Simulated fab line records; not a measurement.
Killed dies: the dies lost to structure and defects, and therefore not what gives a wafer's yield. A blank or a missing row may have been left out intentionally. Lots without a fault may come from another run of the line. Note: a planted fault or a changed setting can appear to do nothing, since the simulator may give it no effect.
Matching of chambers | flow n5 finfet | 4 sister chambers for N5_GATE_CUT_SAC_CAP_01 on ald sin-03
The step material SiNx, target thk 24 nm, pulse time 1 s, ald cycles 480. 14 wafers are shown with their chamber, then 7 later ones without.

== WAFERS WITH THEIR CHAMBER ==
wafer  | chamber | heater power w (W) | precursor pulse height rel
L076.3 | 1       | 806                | 0.989
L076.4 | 0       | 793                | 0.990
L076.6 | 0       | 797                | 0.989
L080.1 | 0       | 804                | 1.016
L080.2 | 3       | 897                | 1.007
L080.4 | 1       | 810                | 0.987
L085.2 | 0       | 797                | 1.015
L085.4 | 3       | 934                | 0.985
L085.5 | 2       | 810                | 1.021
L088.1 | 1       | 813                | 0.961
L088.3 | 3       | 933                | 0.999
L088.4 | 2       | 797                | 0.997
L094.2 | 1       | 792                | 1.003
L094.5 | 2       | 779                | 0.992

SIGNATURES (means of the wafers above)
reading                    | chamber 0 | chamber 1 | chamber 2 | chamber 3 | scatter within a chamber
heater power w             | 797.75    | 805.25    | 795.33    | 921.33    | 13
precursor pulse height rel | 1.00250   | 0.98500   | 1.00333   | 0.99700   | 0.0153
Rule: a wafer lies at a distance from a chamber equal to the root of the sum of squares, over the readings, of (its reading less the chamber's mean, divided by the reading's scatter). The wafer belongs to the nearest chamber; if the next one is less than 2 further off, it can't be placed. How the scatter is found: for the shown wafers, subtract from each reading the mean of its chamber, square and add these, divide the total by (wafers less chambers), then take the root.

== WAFERS WITHOUT THEIR CHAMBER ==
wafer  | heater power w (W) | precursor pulse height rel
L094.6 | 957                | 0.991
L095.1 | 799                | 1.017
L095.2 | 815                | 1.020
L095.3 | 791                | 1.002
L097.1 | 924                | 1.021
L097.3 | 807                | 0.985
L097.5 | 774                | 0.998

== WHICH CHAMBER EACH WENT THROUGH ==
wafer  | from the rows above          | in truth
L094.6 | 3                            | 3
L095.1 | can't be placed: 2 or 0 or 1 | 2
L095.2 | can't be placed: 0 or 2 or 1 | 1
L095.3 | can't be placed: 2 or 0 or 1 | 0
L097.1 | 3                            | 3
L097.3 | can't be placed: 1 or 0 or 2 | 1
L097.5 | can't be placed: 2 or 0 or 1 | 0
Correctly placed: 2 of 7. Can't be placed from these rows: 5 (the true chamber is among the candidates in 5). Number placed wrongly: 0.
